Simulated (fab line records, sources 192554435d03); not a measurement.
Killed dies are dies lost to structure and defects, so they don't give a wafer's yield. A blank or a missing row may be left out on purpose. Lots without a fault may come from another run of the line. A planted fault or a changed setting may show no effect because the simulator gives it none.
Chamber matching | flow n5_finfet | N5_DUMMY_GATE_HM_OPEN_21 on rie_diel-02: 4 sister chambers
The step chemistry CH3F/O2, target SiNx, target depth 120 nm, time 171.4 s. 4 wafers are shown with their chamber, then 7 later ones without.

WAFERS WITH THEIR CHAMBER
wafer  | chamber | throttle_valve_pct (%)
L080.4 | 0       | 16.05
L090.2 | 3       | 16.64
L091.1 | 1       | 16.94
L091.2 | 2       | 16.46

WAFERS WITHOUT THEIR CHAMBER
wafer  | throttle_valve_pct (%)
L091.3 | 16.08
L094.1 | 16.48
L094.3 | 16.68
L094.4 | 16.08
L095.2 | 16.08
L095.4 | 16.48
L095.5 | 16.48

WHICH CHAMBER EACH WENT THROUGH
wafer  | from the rows above | in truth
L091.3 | 0                   | 0
L094.1 | 2                   | 2
L094.3 | 3                   | 3
L094.4 | 0                   | 0
L095.2 | 0                   | 0
L095.4 | 2                   | 2
L095.5 | 2                   | 2
Placed correctly: 7 of 7. Can't be placed from these rows: 0. Placed wrongly: 0.
How it was worked out, from the rows above alone: a wafer's distance from a chamber is the root of the sum, over the readings, of the square of ((its reading less the chamber's mean) divided by the reading's scatter). The wafer belongs to the nearest chamber; if the next one is less than 2 further off, it can't be placed. A chamber's mean is the mean of its shown wafers. The scatter: with one shown wafer a chamber, the root of the mean of the squares of how far each hidden wafer lies from its nearest shown one.
